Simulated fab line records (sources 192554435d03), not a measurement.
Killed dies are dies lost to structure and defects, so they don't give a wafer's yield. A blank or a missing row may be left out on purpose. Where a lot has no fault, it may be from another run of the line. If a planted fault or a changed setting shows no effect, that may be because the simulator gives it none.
Chamber matching | flow n5_finfet | 4 sister chambers for N5_MOL_CONTACT_COAG_ETCHBACK_132 on rie_diel-01
The step etches SiO2 in CHF3, target depth 10 nm, time 6.7 s. 14 wafers are shown with their chamber, then 7 later ones without.

== WAFERS, EACH WITH ITS CHAMBER ==
wafer  | chamber | showerhead_plenum_p_Torr (Torr) | drypump_motor_current_A (A) | rf_vpp_V (V)
L076.1 | 0       | 2.33                            | 5.2                         | 538
L076.4 | 1       | 2.34                            | 6.0                         | 526
L076.5 | 0       | 2.33                            | 5.1                         | 539
L077.1 | 3       | 2.47                            | 5.2                         | 531
L077.3 | 2       | 2.47                            | 6.1                         | 521
L077.5 | 2       | 2.47                            | 6.1                         | 519
L079.1 | 2       | 2.47                            | 6.1                         | 520
L079.3 | 1       | 2.34                            | 5.9                         | 526
L079.5 | 3       | 2.47                            | 5.2                         | 532
L085.2 | 0       | 2.32                            | 5.1                         | 539
L085.3 | 3       | 2.46                            | 5.3                         | 534
L085.4 | 1       | 2.34                            | 5.9                         | 525
L086.1 | 3       | 2.46                            | 5.2                         | 532
L086.3 | 0       | 2.32                            | 5.2                         | 538

SIGNATURES, as means of the wafers listed above
reading                  | chamber 0 | chamber 1 | chamber 2 | chamber 3 | scatter within a chamber
showerhead_plenum_p_Torr | 2.3250    | 2.3400    | 2.4700    | 2.4650    | 0.00447
drypump_motor_current_A  | 5.150     | 5.933     | 6.100     | 5.225     | 0.0492
rf_vpp_V                 | 538.50    | 525.67    | 520.00    | 532.25    | 0.917
Rule: for a wafer and a chamber, the distance is found by dividing, reading by reading, the gap between the wafer's reading and the chamber's mean by the reading's scatter, squaring, summing and taking the root. If the next closest chamber is less than 2 further off than the closest, the wafer can't be placed; otherwise it belongs to the closest. The scatter: the root of (the sum of the squares of (reading less its chamber's mean) over the shown wafers, divided by (wafers less chambers)).

== WAFERS WITHOUT THEIR CHAMBER ==
wafer  | showerhead_plenum_p_Torr (Torr) | drypump_motor_current_A (A) | rf_vpp_V (V)
L086.4 | 2.34                            | 5.9                         | 525
L088.2 | 2.46                            | 5.3                         | 534
L088.3 | 2.34                            | 5.9                         | 526
L088.5 | 2.33                            | 5.9                         | 526
L093.3 | 2.33                            | 5.9                         | 526
L093.5 | 2.45                            | 6.1                         | 521
L093.6 | 2.46                            | 5.3                         | 532

== EACH ONE'S CHAMBER ==
wafer  | from the rows above | in truth
L086.4 | 1                   | 1
L088.2 | 3                   | 3
L088.3 | 1                   | 1
L088.5 | 1                   | 1
L093.3 | 1                   | 1
L093.5 | 2                   | 2
L093.6 | 3                   | 3
7 of 7 placed correctly. Left unplaced by these rows: 0. Wrongly placed: 0.
